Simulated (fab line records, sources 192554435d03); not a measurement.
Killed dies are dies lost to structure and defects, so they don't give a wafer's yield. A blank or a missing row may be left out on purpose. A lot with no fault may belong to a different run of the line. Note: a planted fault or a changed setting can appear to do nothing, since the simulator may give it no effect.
Chamber matching ; flow n5_finfet ; N5_MOL_CONTACT_COAG_ETCH_65 on rie_diel-05: 4 sister chambers
The step etches underlayer in N2/H2, target depth 13 nm, time 10.4 s. 14 wafers are shown with their chamber, then 7 later ones without.

== EACH WAFER AND ITS CHAMBER ==
wafer;chamber;showerhead_plenum_p_Torr (Torr);throttle_valve_pct (%);etch_rf_on_time_s (s)
L235.1;1;2.54;17.52;10.47
L235.2;0;2.60;18.02;10.34
L235.5;0;2.60;18.04;10.35
L237.1;1;2.54;17.53;10.50
L237.4;3;2.40;17.80;9.91
L237.6;0;2.60;18.03;10.42
L242.1;0;2.60;18.06;10.44
L242.3;1;2.54;17.57;10.40
L242.4;2;2.64;18.08;10.71
L243.1;1;2.54;17.55;10.60
L243.3;3;2.40;17.81;9.88
L243.6;3;2.40;17.84;9.90
L244.1;2;2.64;18.12;10.53
L244.3;1;2.53;17.57;10.47

SIGNATURES, as means of the wafers listed above
reading;chamber 0;chamber 1;chamber 2;chamber 3;scatter within a chamber
showerhead_plenum_p_Torr;2.6000;2.5380;2.6400;2.4000;0.00283
throttle_valve_pct;18.0375;17.5480;18.1000;17.8167;0.0215
etch_rf_on_time_s;10.3875;10.4880;10.6200;9.8967;0.0672
Rule: a wafer lies at a distance from a chamber equal to the root of the sum of squares, over the readings, of (its reading less the chamber's mean, divided by the reading's scatter). If the next closest chamber is less than 2 further off than the closest, the wafer can't be placed; otherwise it belongs to the closest. The scatter is the square root of a quotient: the sum, over the shown wafers, of each reading's squared deviation from its chamber's mean, divided by wafers minus chambers.

== WAFERS WITHOUT THEIR CHAMBER ==
wafer;showerhead_plenum_p_Torr (Torr);throttle_valve_pct (%);etch_rf_on_time_s (s)
L244.6;2.53;17.56;10.33
L248.1;2.53;17.58;10.52
L248.3;2.40;17.88;9.89
L248.5;2.63;18.14;10.55
L251.4;2.39;17.87;9.83
L251.5;2.53;17.60;10.51
L251.6;2.63;18.15;10.68

== THE CHAMBER EACH PASSED THROUGH ==
wafer;from the rows above;in truth
L244.6;1;1
L248.1;1;1
L248.3;3;3
L248.5;2;2
L251.4;3;3
L251.5;1;1
L251.6;2;2
Placed correctly: 7 of 7. Not placeable from these rows: 0. Number placed wrongly: 0.
